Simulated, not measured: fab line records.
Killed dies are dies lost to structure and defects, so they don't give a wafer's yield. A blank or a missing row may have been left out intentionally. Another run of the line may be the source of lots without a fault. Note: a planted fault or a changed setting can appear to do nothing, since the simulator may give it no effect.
fab line records + flow nand_harc
record
- lots=14
- wafers=41
- last_day=33
route steps=1302 shown A_CHANNEL_FILL_D1@494 A_ONON_D2@545 END@1302
lots with no fault: from the same line, run without faults
start_h: the number of hours between the record's first day and the start of the first shown wafer of the lot + wait_h: how many hours have passed since the lot's step before this one + " the same as in the row above + L1.1+2: a row that stands for several wafers + - no value, or no start given + * or withheld: withheld + < > ~ a bound
route shown NAME@n: a module of which the file shows steps, and the number in the route of the first + usual: average and standard deviation across the fault-free wafers + same: alike in all rows + chamber/n: place in a boat + sites: per-site readings + _std_site: standard deviation across them + _edge_site: outer sites' mean less inner sites' + radius_mm: for every site, how far away it sits from the centre of the wafer + mask NAME#n: copy n + behind: tool/chamber where the wafer was last shaped + hold: why the lot went on hold/how many hours it stayed there/how the hold came to an end + device: the n, p or np transistor that did not switch + end of line: tests run on the same wafers once the route is complete + a step with no rows: only its recipe + killed: dies that structure and defects cost at the first sort, which is not the same as the wafer's yield + map: a wafer's dies, marking killed ones x, the rest . and places with no die _
set.NAME: the setting the step ran with; set.NAME@STEP: the setting that earlier step ran with + model.NAME: the simulator's own value behind a step, which no gauge read
one table for each step of the route and one row for each wafer, over a sample of lots
services: the hour from which a tool's chamber was out of use, counted from the record's first day as start_h (under 0 if before that day), plus the number of hours and why
## steps
# step NHARC_A_CHANNEL_FILL_D1_ALD_14
# recipe
- target_thk_a=25
- pulse_time_s=10
- ald_cycles=25
- temp_c=300
- material=SiO2
# usual
- heater_power_w=479/44
- precursor_pulse_height_rel=1.000/0.02
| lot.wafer | tool      | chamber | start_h | wait_h | heater_power_w | precursor_pulse_height_rel |
|-----------|-----------|---------|---------|--------|----------------|----------------------------|
| L911.4    | ald_hk-01 | 0       | 206.87  | 0.1    | 444            | 0.972                      |
| L911.1    | "         | 2       | "       | "      | 502            | 0.971                      |
| L911.5    | "         | 0       | "       | "      | 440            | 1.005                      |
| L912.1    | ald_hk-03 | 2       | 224.24  | 0.0    | 446            | 0.977                      |
| L912.3    | "         | 1       | "       | "      | 457            | 1.018                      |
| L912.5    | "         | 2       | "       | "      | 441            | 0.947                      |
| L914.2    | ald_hk-02 | 3       | 234.70  | 0.4    | 570            | 0.982                      |
| L914.3    | "         | 0       | "       | "      | 447            | 0.998                      |
| L914.4    | "         | 2       | "       | "      | 467            | 1.005                      |
| L915.1    | ald_hk-03 | 1       | 241.26  | 0.0    | 462            | 0.991                      |
| L915.4    | "         | 2       | "       | "      | 435            | 0.998                      |
| L915.6    | "         | 2       | "       | "      | 442            | 0.992                      |
| L916.4    | ald_hk-03 | 2       | 260.06  | 0.0    | 442            | 0.970                      |
| L916.2    | "         | 1       | "       | "      | 465            | 1.003                      |
| L916.6    | "         | 3       | "       | "      | 573            | 1.013                      |
| L918.2    | ald_hk-01 | 2       | 281.40  | 0.1    | 514            | 0.998                      |
| L918.6    | "         | 1       | "       | "      | 497            | 1.006                      |
| L918.5    | "         | 2       | "       | "      | 510            | 1.006                      |
| L920.2    | ald_hk-01 | 2       | 289.77  | 0.1    | 501            | 0.995                      |
| L920.1    | "         | 3       | "       | "      | 451            | 1.005                      |
| L920.6    | "         | 1       | "       | "      | 493            | 1.030                      |
| L922.2    | ald_hk-01 | 0       | 322.63  | 0.0    | 468            | 0.996                      |
| L922.4    | "         | 3       | "       | "      | 472            | 1.019                      |
| L922.6    | "         | 1       | "       | "      | 468            | 0.991                      |
| L923.4    | ald_hk-01 | 0       | 328.63  | 0.0    | 456            | 0.990                      |
| L923.2    | "         | 3       | "       | "      | 456            | 1.014                      |
| L923.5    | "         | 0       | "       | "      | 466            | 1.016                      |
| L924.3    | ald_hk-02 | 2       | 345.91  | 0.4    | 476            | 1.049                      |
| L924.2    | "         | 3       | "       | "      | 574            | 1.002                      |
| L924.5    | "         | 2       | "       | "      | 486            | 1.022                      |
| L926.3    | ald_hk-01 | 1       | 360.02  | 0.1    | 479            | 1.042                      |
| L926.6    | "         | 0       | "       | "      | 457            | 1.027                      |
| L928.3    | ald_hk-03 | 2       | 372.32  | 0.1    | 441            | 0.956                      |
| L928.5    | "         | 0       | "       | "      | 412            | 0.992                      |
| L928.6    | "         | 1       | "       | "      | 446            | 1.024                      |
| L932.2    | ald_hk-02 | 1       | 411.91  | 0.0    | 425            | 0.959                      |
| L932.1    | "         | 2       | "       | "      | 482            | 0.988                      |
| L932.6    | "         | 1       | "       | "      | 425            | 0.964                      |
| L933.3    | ald_hk-01 | 1       | 428.34  | 0.1    | 486            | 0.989                      |
| L933.1    | "         | 3       | "       | "      | 479            | 0.987                      |
| L933.5    | "         | 1       | "       | "      | 471            | 0.977                      |
# step NHARC_A_CHANNEL_FILL_D1_ALD_15
# recipe
- target_thk_a=20
- pulse_time_s=60
- ald_cycles=19
- temp_c=630
- pressure_torr=2
- material=SiNx
# usual
- precursor_pulse_height_rel=0.997/0.02
| lot.wafer | tool             | chamber | start_h | wait_h | precursor_pulse_height_rel |
|-----------|------------------|---------|---------|--------|----------------------------|
| L911.1    | ald_sin_batch-01 | 0       | -       | -      | 0.989                      |
| L911.4    | "                | 0       | "       | "      | 1.017                      |
| L911.5    | "                | 0       | "       | "      | 0.986                      |
| L912.1    | ald_sin_batch-03 | 0       | -       | -      | 0.968                      |
| L912.3    | "                | 0       | "       | "      | 1.027                      |
| L912.5    | "                | 0       | "       | "      | 1.000                      |
| L914.2    | ald_sin_batch-02 | 0       | -       | -      | 1.010                      |
| L914.3    | "                | 0       | "       | "      | 1.015                      |
| L914.4    | "                | 0       | "       | "      | 0.992                      |
| L915.1    | ald_sin_batch-03 | 0       | -       | -      | 1.013                      |
| L915.4    | "                | 0       | "       | "      | 0.995                      |
| L915.6    | "                | 0       | "       | "      | 0.989                      |
| L916.2    | ald_sin_batch-01 | 0       | -       | -      | 0.986                      |
| L916.4    | "                | 0       | "       | "      | 1.014                      |
| L916.6    | "                | 0       | "       | "      | 0.995                      |
| L918.2    | ald_sin_batch-01 | 0       | -       | -      | 0.976                      |
| L918.5    | "                | 0       | "       | "      | 1.002                      |
| L918.6    | "                | 0       | "       | "      | 0.970                      |
| L920.1    | ald_sin_batch-01 | 0       | -       | -      | 0.996                      |
| L920.2    | "                | 0       | "       | "      | 1.001                      |
| L920.6    | "                | 0       | "       | "      | 0.991                      |
| L922.2    | ald_sin_batch-02 | 0       | -       | -      | 0.995                      |
| L922.4    | "                | 0       | "       | "      | 1.009                      |
| L922.6    | "                | 0       | "       | "      | 1.008                      |
| L923.2    | ald_sin_batch-03 | 0       | -       | -      | 1.006                      |
| L923.4    | "                | 0       | "       | "      | 1.029                      |
| L923.5    | "                | 0       | "       | "      | 0.970                      |
| L924.2    | ald_sin_batch-03 | 0       | -       | -      | 1.011                      |
| L924.3    | "                | 0       | "       | "      | 1.015                      |
| L924.5    | "                | 0       | "       | "      | 1.055                      |
| L926.3    | ald_sin_batch-03 | 0       | -       | -      | 1.006                      |
| L926.6    | "                | 0       | "       | "      | 0.993                      |
| L928.3    | ald_sin_batch-03 | 0       | -       | -      | 1.007                      |
| L928.5    | "                | 0       | "       | "      | 1.019                      |
| L928.6    | "                | 0       | "       | "      | 0.961                      |
| L932.1    | ald_sin_batch-02 | 0       | -       | -      | 0.989                      |
| L932.2    | "                | 0       | "       | "      | 0.998                      |
| L932.6    | "                | 0       | "       | "      | 0.985                      |
| L933.1    | ald_sin_batch-01 | 0       | -       | -      | 1.005                      |
| L933.3    | "                | 0       | "       | "      | 1.029                      |
| L933.5    | "                | 0       | "       | "      | 1.022                      |
# step NHARC_A_CHANNEL_FILL_D1_CMP_10
# recipe
- target_thk_nm=150
# usual
- motor_current_A=12.1/1.2
- time_to_endpoint_s=15.2/2.6
| lot.wafer | tool   | chamber | start_h | wait_h | motor_current_A | time_to_endpoint_s |
|-----------|--------|---------|---------|--------|-----------------|--------------------|
| L911.1    | cmp-03 | 2       | 247.82  | 0.4    | 12.5            | 15.8               |
| L911.4    | "      | 1       | "       | "      | 11.2            | 19.1               |
| L911.5    | "      | 3       | "       | "      | 11.7            | 17.2               |
| L912.3    | cmp-03 | 2       | 268.07  | 0.4    | 13.4            | 14.4               |
| L912.1    | "      | 0       | "       | "      | 12.5            | 12.1               |
| L912.5    | "      | 2       | "       | "      | 13.1            | 16.8               |
| L914.4    | cmp-03 | 0       | 275.71  | 0.4    | 11.8            | 12.1               |
| L914.2    | "      | 1       | "       | "      | 11.2            | 17.0               |
| L914.3    | "      | 2       | "       | "      | 13.6            | 18.8               |
| L915.4    | cmp-01 | 0       | 282.84  | 0.4    | 11.6            | 13.4               |
| L915.1    | "      | 2       | "       | "      | 10.3            | 15.0               |
| L915.6    | "      | 1       | "       | "      | 11.8            | 15.0               |
| L916.4    | cmp-02 | 0       | 302.14  | 0.4    | 10.7            | 15.3               |
| L916.2    | "      | 3       | "       | "      | 12.1            | 12.1               |
| L916.6    | "      | 1       | "       | "      | 13.0            | 17.3               |
| L918.2    | cmp-02 | 3       | 321.61  | 0.4    | 11.9            | 10.5               |
| L918.5    | "      | 3       | "       | "      | 12.7            | 9.4                |
| L918.6    | "      | 0       | "       | "      | 11.2            | 12.9               |
| L920.1    | cmp-01 | 0       | 327.20  | 0.4    | 12.1            | 21.2               |
| L920.2    | "      | 1       | "       | "      | 12.3            | 18.1               |
| L920.6    | "      | 1       | "       | "      | 12.8            | 17.6               |
| L922.2    | cmp-01 | 2       | 362.98  | 0.4    | 10.4            | 16.9               |
| L922.4    | "      | 3       | "       | "      | 15.4            | 16.1               |
| L922.6    | "      | 1       | "       | "      | 12.9            | 15.0               |
| L923.4    | cmp-01 | 1       | 372.76  | 0.4    | 12.3            | 11.7               |
| L923.2    | "      | 0       | "       | "      | 12.3            | 12.6               |
| L923.5    | "      | 1       | "       | "      | 12.1            | 15.4               |
| L924.2    | cmp-02 | 2       | 389.11  | 0.4    | 13.3            | 16.2               |
| L924.3    | "      | 0       | "       | "      | 11.0            | 16.0               |
| L924.5    | "      | 2       | "       | "      | 13.5            | 13.1               |
| L926.3    | cmp-02 | 3       | 401.18  | 0.4    | 13.1            | 14.6               |
| L926.6    | "      | 0       | "       | "      | 10.6            | 19.5               |
| L928.3    | cmp-03 | 2       | 414.18  | 0.4    | 13.0            | 13.4               |
| L928.5    | "      | 0       | "       | "      | 11.2            | 10.6               |
| L928.6    | "      | 1       | "       | "      | 10.9            | 14.7               |
| L932.1    | cmp-03 | 0       | 452.49  | 0.4    | 11.6            | 11.6               |
| L932.2    | "      | 1       | "       | "      | 11.5            | 12.1               |
| L932.6    | "      | 3       | "       | "      | 11.5            | 14.0               |
| L933.3    | cmp-03 | 0       | 468.70  | 0.4    | 11.3            | 13.7               |
| L933.1    | "      | 2       | "       | "      | 12.5            | 16.2               |
| L933.5    | "      | 3       | "       | "      | 11.0            | 16.5               |
# step NHARC_A_ONON_D2_DEP_00
# recipe
- target_thk_a=10000
- n2_flow_sccm=2750
- n2o_flow_sccm=2000
- nh3_flow_sccm=500
- sih4_flow_sccm=210
- temp_c=400
| lot.wafer  | tool          | chamber | start_h | wait_h |
|------------|---------------|---------|---------|--------|
| L911.1+4+5 | pecvd_onon-02 | 0       | 284.42  | 0.1    |
| L912.1+3+5 | pecvd_onon-02 | 0       | 305.76  | 0.1    |
| L914.2+3+4 | pecvd_onon-02 | 0       | 312.66  | 0.1    |
| L915.1+4+6 | pecvd_onon-02 | 0       | 319.57  | 0.1    |
| L916.2+4+6 | pecvd_onon-01 | 0       | 335.86  | 0.1    |
| L918.2+5+6 | pecvd_onon-02 | 0       | 356.24  | 0.1    |
| L920.1+2+6 | pecvd_onon-02 | 0       | 358.79  | 0.2    |
| L922.2+4+6 | pecvd_onon-02 | 0       | 397.25  | 0.1    |
| L923.2+4+5 | pecvd_onon-04 | 0       | 408.47  | 0.1    |
| L924.2+3+5 | pecvd_onon-02 | 0       | 421.70  | 0.1    |
| L926.3+6   | pecvd_onon-02 | 0       | 435.61  | 0.2    |
| L928.3+5+6 | pecvd_onon-02 | 0       | 449.37  | 0.2    |
| L932.1+2+6 | pecvd_onon-01 | 0       | 485.64  | 0.1    |
| L933.1+3+5 | pecvd_onon-04 | 0       | 508.37  | 0.1    |
# step NHARC_A_ONON_D2_THK_MEAS_02
# recipe
- thk_meas_gauge=ellipsometry
# usual
- thk_nm=1002/13
| lot.wafer | tool          | chamber | start_h | wait_h | thk_nm |
|-----------|---------------|---------|---------|--------|--------|
| L911.1    | film_metro-02 | -       | 284.93  | -      | 1002   |
| L911.4    | "             | -       | "       | "      | 1000   |
| L911.5    | "             | -       | "       | "      | 1000   |
| L912.1    | film_metro-02 | -       | 306.27  | -      | 990    |
| L912.3    | "             | -       | "       | "      | 989    |
| L912.5    | "             | -       | "       | "      | 988    |
| L914.2    | film_metro-02 | -       | 313.12  | -      | 1008   |
| L914.3    | "             | -       | "       | "      | 1008   |
| L914.4    | "             | -       | "       | "      | 1010   |
| L915.1    | film_metro-02 | -       | 320.08  | -      | 989    |
| L915.4    | "             | -       | "       | "      | 988    |
| L915.6    | "             | -       | "       | "      | 986    |
| L916.2    | film_metro-02 | -       | 336.31  | -      | 987    |
| L916.4    | "             | -       | "       | "      | 989    |
| L916.6    | "             | -       | "       | "      | 987    |
| L918.2    | film_metro-01 | -       | 356.69  | -      | 1018   |
| L918.5    | "             | -       | "       | "      | 1019   |
| L918.6    | "             | -       | "       | "      | 1020   |
| L920.1    | film_metro-01 | -       | 359.31  | -      | 1002   |
| L920.2    | "             | -       | "       | "      | 1001   |
| L920.6    | "             | -       | "       | "      | 1002   |
| L922.2    | film_metro-01 | -       | 397.71  | -      | 1000   |
| L922.4    | "             | -       | "       | "      | 998    |
| L922.6    | "             | -       | "       | "      | 999    |
| L923.2    | film_metro-01 | -       | 408.92  | -      | 1000   |
| L923.4    | "             | -       | "       | "      | 1000   |
| L923.5    | "             | -       | "       | "      | 998    |
| L924.2    | film_metro-01 | -       | 422.15  | -      | 995    |
| L924.3    | "             | -       | "       | "      | 1279   |
| L924.5    | "             | -       | "       | "      | 994    |
| L926.3    | film_metro-02 | -       | 436.01  | -      | 1300   |
| L926.6    | "             | -       | "       | "      | 1298   |
| L928.3    | film_metro-01 | -       | 449.77  | -      | 1306   |
| L928.5    | "             | -       | "       | "      | 1022   |
| L928.6    | "             | -       | "       | "      | 1307   |
| L932.1    | film_metro-02 | -       | 486.15  | -      | 1002   |
| L932.2    | "             | -       | "       | "      | 1002   |
| L932.6    | "             | -       | "       | "      | 1003   |
| L933.1    | film_metro-01 | -       | 508.88  | -      | 1005   |
| L933.3    | "             | -       | "       | "      | 1005   |
| L933.5    | "             | -       | "       | "      | 1005   |
# step NHARC_END_SORT_01
# recipe
- temp_c=25
# usual
- killed_at_array=55/19
- killed_at_other=0.6/0.99
- killed_at_periphery=4.2/2.6
- killed_dies=60/18
- killed_open=3.4/1.7
- killed_short=2.3/1.5
# same
- gross_dies=677
| lot.wafer | tool      | chamber | start_h | wait_h | killed_at_array | killed_at_other | killed_at_periphery | killed_dies | killed_open | killed_short |
|-----------|-----------|---------|---------|--------|-----------------|-----------------|---------------------|-------------|-------------|--------------|
| L922.2    | prober-01 | 0       | 683.17  | 2.8    | 29              | 0               | 0                   | 29          | 4           | 0            |
| L922.4    | prober-01 | 0       | 684.77  | 3.4    | 40              | 0               | 4                   | 44          | 2           | 4            |
| L922.6    | prober-01 | 0       | 686.36  | 4.0    | 37              | 0               | 3                   | 40          | 2           | 5            |
# killed by level:class
L922.2 A_CHANNEL_HOLE_D2:chamber_film_flake=15 A_SLIT:chamber_film_flake=4 A_ONON_D1:geometric_particle:open=2 A_CHANNEL_HOLE_D1:chamber_film_flake=2 A_STAIRCASE:chamber_film_flake=2 A_BLC:geometric_particle:open=1 A_M0:geometric_particle:open=1 A_CHANNEL_FILL_D1:chamber_film_flake=1
L922.4 A_CHANNEL_HOLE_D2:chamber_film_flake=17 A_CHANNEL_HOLE_D1:chamber_film_flake=11 P_CONTACT:chamber_film_flake=2 A_STAIRCASE:chamber_film_flake=2 A_SLIT:chamber_film_flake=2 A_WL_FILL:chamber_film_flake=2 P_M0:geometric_particle:open=1 A_ONON_D1:geometric_particle:open=1
L922.6 A_CHANNEL_HOLE_D2:chamber_film_flake=20 A_CHANNEL_HOLE_D1:chamber_film_flake=3 A_ONON_D1:geometric_particle:short=2 A_WL_FILL:geometric_particle:short=2 P_M0:chamber_film_flake=2 A_SLIT:chamber_film_flake=2 A_BONDPAD:chamber_film_flake=2 P_M0:geometric_particle:open=1
## services
| tool             | chamber | start_h | hours | kind   |
|------------------|---------|---------|-------|--------|
| pecvd_onon-02    | -       | 185.07  | 13.0  | pm     |
| cmp-01           | -       | 196.47  | 4.0   | pm     |
| cmp-01           | -       | 205.04  | 8.0   | repair |
| ald_hk-03        | -       | 212.00  | 10.0  | pm     |
| cmp-01           | -       | 215.39  | 0.3   | repair |
| cmp-01           | -       | 243.22  | 3.3   | repair |
| cmp-03           | -       | 260.00  | 4.0   | pm     |
| cmp-03           | -       | 272.28  | 0.5   | repair |
| cmp-01           | -       | 275.10  | 1.6   | repair |
| cmp-01           | -       | 294.47  | 4.0   | pm     |
| ald_hk-01        | -       | 299.31  | 10.0  | pm     |
| ald_hk-03        | -       | 304.60  | 1.6   | repair |
| cmp-01           | -       | 332.67  | 1.3   | repair |
| cmp-01           | -       | 341.13  | 0.4   | repair |
| cmp-03           | -       | 358.06  | 4.0   | pm     |
| pecvd_onon-02    | -       | 366.11  | 13.0  | pm     |
| cmp-01           | -       | 392.47  | 4.0   | pm     |
| cmp-03           | -       | 410.06  | 3.2   | repair |
| cmp-03           | -       | 436.96  | 1.8   | repair |
| cmp-03           | -       | 456.08  | 4.0   | pm     |
| cmp-03           | -       | 474.61  | 0.4   | repair |
| ald_hk-01        | -       | 477.31  | 10.0  | pm     |
| cmp-01           | -       | 490.47  | 4.0   | pm     |
| ald_sin_batch-01 | -       | 506.00  | 26.0  | pm     |
## key
first_sign
- step=NHARC_A_ONON_D2_THK_MEAS_02
- reading=thk_nm
- direction=up
- sigmas=23
- usual=1002
- struck=1298
effect none on later readings
met_at NHARC_A_ONON_D2_DEP_00
struck_lots L924,L926,L928
struck_wafers L924.3,L926.3,L926.6,L928.3,L928.6
tester_left_out L924,L926,L928
not_acting_at NHARC_A_CHANNEL_FILL_D1_ALD_14,NHARC_A_CHANNEL_FILL_D1_ALD_15,NHARC_A_CHANNEL_FILL_D1_CMP_10
onset_between 397.25 421.70
fault
- kind=process_parameter_drift
- tool=pecvd_onon-02
- chamber=-
- onset_h=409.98
- steps=NHARC_A_ONON_D2_DEP_00
- channel=target_thk_a
- offset=*
- shape=step
- end_h=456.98
- scope=struck_wafers_only
- acts_in=*
- stated=*
# tester_left_out: of these lots the tester's yield and bins aren't shown, on N5 and GAA mostly nor the transistor test; their killed dies are dies lost to structure and defects alone, not to doping, threshold or leakage, so they don't give the yield
